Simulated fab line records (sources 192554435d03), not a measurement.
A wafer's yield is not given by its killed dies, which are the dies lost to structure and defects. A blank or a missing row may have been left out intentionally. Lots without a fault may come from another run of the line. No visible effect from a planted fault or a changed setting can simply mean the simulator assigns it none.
Comparing a struck lot with a sound one || flow n5_finfet || 15 steps out of a route of 1938
Sound: these wafers, L484.1, L484.3, L484.4. Struck: wafers L493.2, L493.3 (left out: L493.5, a lot-mate that was not struck); the cause follows at the end.
At each step with rows: each side's tool, then ch and its chambers, then its first start. Under that, the readings that differ: sound wafers || struck wafers || difference of the means || sigmas: that difference in standard deviations of wafers without a fault.
alike: readings whose means differ by less than 2 such deviations, and words and numbers that are the same on both sides. not compared: withheld readings, readings that some wafer has no value for, bounds like >300 that may hide the same value, and numbers for which the record gives no deviation and whose values overlap.
The two part at a step that has a row with sigmas, a row that says differs or no value, or rows on one side only. Numbers that have no deviation but don't overlap get no sigmas and don't part them. Lack of a reading on every wafer of one side parts them only where that side has two or more wafers.

first, 8 steps without rows for these wafers: N5_BEOL_M9_COAT_64 (time 60 s, resist thk 12 nm); N5_BEOL_M9_COAT_75 (time 60 s, resist thk 5 nm); N5_BEOL_M9_COAT_22 (resist thk 30 nm); N5_BEOL_M9_EBR_24; N5_BEOL_M9_SOFTBAKE_23 (time 60 s); N5_BEOL_M9_EXPOSE_25 (exposes mask V8); N5_BEOL_M9_PEB_26 (peb time 60 s); N5_BEOL_M9_DEVELOP_27 (develop time 30 s).
N5_BEOL_M9_CD_MEAS_28: the cd target is 70 nm.
  sound on cd_sem-01 ch 0, day 11 12:12; struck on cd_sem-02 ch 0, day 13 19:23
  alike: cd_nm
N5_BEOL_M9_OVL_MEAS_29:
  sound on overlay-02 ch 0, day 11 12:14; struck on overlay-01 ch 0, day 13 19:26
  alike: V8_OVL
N5_BEOL_M9_INSPECT_30: inspects for defects (brightfield).
  sound: defect_inspect-01 at day 11 12:17; struck: defect_inspect-01 at day 13 19:29
  alike: raw_defect_count
N5_BEOL_M9_DESCUM_33: chemistry O2, time 7 s.
  sound on rie_diel-05 ch 0,1,2, day 11 12:41; struck on rie_diel-03 ch 1,2, day 13 19:31
  alike: drypump_motor_current_A, oes_product_au, rf_vpp_V, showerhead_plenum_p_Torr, throttle_valve_pct
  not compared: rf_hours_counter_h
N5_BEOL_M9_ETCH_76: etches underlayer in N2/H2, target depth 6.5 nm, time 5.2 s.
  sound on rie_diel-05 ch 0,1,2, day 11 12:44; struck on rie_diel-03 ch 1,2, day 13 19:33
{"reading": "etch_rf_on_time_s (s)", "sound": "5.11 5.20 5.45", "struck": "6.23 6.23", "difference": "+0.98", "sigmas": "+12"}
{"reading": "oes_product_au (a.u.)", "sound": "0.79 0.74 0.58", "struck": "0.54 0.53", "difference": -0.17, "sigmas": -2}
  alike: drypump_motor_current_A, rf_vpp_V, showerhead_plenum_p_Torr, throttle_valve_pct
  not compared: rf_hours_counter_h
N5_BEOL_M9_ETCH_65: etches SiARC in CF4, target depth 15.6 nm, time 26 s.
  sound on rie_diel-05 ch 0,1,2, day 11 12:45; struck on rie_diel-03 ch 1,2, day 13 19:34
  alike: cf4_flow_sccm, drypump_motor_current_A, etch_rf_on_time_s, oes_product_au, rf_vpp_V, showerhead_plenum_p_Torr, throttle_valve_pct
  not compared: rf_hours_counter_h
-- a jump in the record: the struck wafers' starts before and after are 3 days apart (it breaks off in module BEOL_M9 and resumes in module PASSIVATION, where the first step shown is number 1936 of the route) --
N5_PASSIVATION_PROBE_49:
  only the struck wafers here have rows in the record (prober-02, day 16 09:36); the sound ones have none

== WHERE THEY PART ==
First at N5_BEOL_M9_ETCH_76; last, within this record, at N5_PASSIVATION_PROBE_49.

WHY: whatever the simulator had introduced
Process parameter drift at N5_BEOL_M9_ETCH_76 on rie_diel-03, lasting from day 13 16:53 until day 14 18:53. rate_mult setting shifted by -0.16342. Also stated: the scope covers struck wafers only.
